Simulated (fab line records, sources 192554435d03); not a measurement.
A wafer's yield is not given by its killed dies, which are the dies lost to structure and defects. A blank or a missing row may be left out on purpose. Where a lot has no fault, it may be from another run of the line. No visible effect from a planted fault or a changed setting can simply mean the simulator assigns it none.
Split-lot experiment	flow n5_finfet	21 wafers read across 7 lots, on a route 1938 steps long

== ON THE SPLIT ==
At N5_BEOL_M0_SAQP_COAT_34 (resist thk 30 nm), the setting spin_rpm was moved away from the recipe's 1500 rpm on 8 of the 21 wafers read, by -8.5% to +10.9%. This setting was run at the recipe's value on the other wafers.

== FROM THE SPLIT TO THE READING: what the file shows between them, 4 steps ==
- N5_BEOL_M0_SAQP_EBR_36
- N5_BEOL_M0_SAQP_SOFTBAKE_35: time 60 s
- N5_BEOL_M0_SAQP_EXPOSE_37: exposes mask M0 CUT1, target cd 30 nm
- N5_BEOL_M0_SAQP_PEB_38: peb time 60 s

== THE READING ==
CAR-EUV_of_BEOL_M0_SAQP_COAT_34.thk_nm (the simulator's own value, which no gauge read), in nm, at N5_BEOL_M0_SAQP_DEVELOP_39 (develop time 30 s). The file gives no usual value for it. Here, 13 wafers ran the recipe; their average is 29.6 nm with a standard deviation of 0.11 nm.

wafer	tool, chamber at the split	spin_rpm as run, rpm	against the recipe	CAR-EUV_of_BEOL_M0_SAQP_COAT_34.thk_nm, nm	against lot-mates on the recipe
L074.2	litho_track-05, 0	1500	recipe	29.6	-
L074.3	litho_track-05, 0	1663	+10.9%	28	-1.5
L074.4	litho_track-05, 0	1500	recipe	29.4	-
L075.2	litho_track-02, 0	1500	recipe	29.4	-
L075.3	litho_track-02, 0	1373	-8.5%	30.8	+1.4
L075.6	litho_track-02, 0	1373	-8.5%	30.8	+1.4
L077.1	litho_track-01, 0	1607	+7.1%	28.6	-1.0
L077.5	litho_track-01, 0	1500	recipe	29.6	-
L077.6	litho_track-01, 0	1500	recipe	29.6	-
L078.1	litho_track-02, 0	1500	recipe	29.6	-
L078.3	litho_track-02, 0	1500	recipe	29.6	-
L078.6	litho_track-02, 0	1500	recipe	29.6	-
L088.2	litho_track-01, 0	1500	recipe	29.8	-
L088.4	litho_track-01, 0	1607	+7.1%	28.8	-0.9
L088.5	litho_track-01, 0	1500	recipe	29.6	-
L095.1	litho_track-02, 0	1549	+3.3%	29	-0.6
L095.3	litho_track-02, 0	1549	+3.3%	29.2	-0.4
L095.5	litho_track-02, 0	1500	recipe	29.6	-
L096.1	litho_track-02, 0	1500	recipe	29.4	-
L096.3	litho_track-02, 0	1563	+4.2%	28.8	-0.7
L096.5	litho_track-02, 0	1500	recipe	29.6	-

THE FIT
A straight line over all 21 wafers: CAR-EUV_of_BEOL_M0_SAQP_COAT_34.thk_nm changes by -0.141 nm for each +1% of spin_rpm; r = -0.98; the points scatter about the line by 0.12 nm.
The same after taking each lot's own level away (the mean of its wafers on the recipe; 21 wafers): -0.15 nm for each +1%; r = -0.99; scatter 0.091 nm.
That fit puts the effect of the largest move of spin_rpm on the reading at 1.6 nm.
The span of the lots' own levels, 29.40 to 29.70 nm, comes to 2.8 times the standard deviation stated above.
The two slopes agree, so the slope changes little with the lot-to-lot level.
Check: for one of the wafers moved furthest among these (+10.9%), held out of the fit, the line's prediction against its lot-mates is -1.65 nm. Against them it came out at -1.5 nm.

== THESE WAFERS: OTHER SPLITS ==
Note: prior to the reading, these wafers also went through further splits. Each is held against what the fit with the lots' levels taken away leaves over:
other split on the same wafers	wafers away from the commonest value	r with CAR-EUV_of_BEOL_M0_SAQP_COAT_34.thk_nm (lot level and that fit taken away)
N5_SD_ACTIVATION_LSA_01 temp_c	1	+0.33
N5_GATE_CUT_ALD_22 ald_cycles	12	-0.02
N5_MOL_CONTACT_COAG_COAT_62 spin_rpm	4	-0.21
N5_MOL_CONTACT_COAG_COAT_64 spin_rpm	9	-0.14
N5_BEOL_M0_SAQP_SPACER1_ALD_98 ald_cycles	4	+0.00
N5_BEOL_M0_SAQP_ETCH_106 target_depth_a	4	+0.14

== THE WHOLE CHAIN: every reading that the file lists as answering this split, in the file's order ==
step	what it does	reading	change (the file's fit)	r (the file's)
N5_BEOL_M0_SAQP_COAT_34	resist thk 30 nm	CAR-EUV_of_BEOL_M0_SAQP_COAT_34.thk_nm (the simulator's own value, which no gauge read)	-0.15 nm for each +1% of the setting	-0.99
N5_BEOL_M0_SAQP_DEVELOP_39	develop time 30 s	CAR-EUV_of_BEOL_M0_SAQP_COAT_34.thk_nm (the simulator's own value, which no gauge read)	-0.145 nm for each +1% of the setting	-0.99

== THE FILE'S OWN FIT ==
CAR-EUV_of_BEOL_M0_SAQP_COAT_34.thk_nm changes by -0.145 nm for each +1% of spin_rpm, r = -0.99.
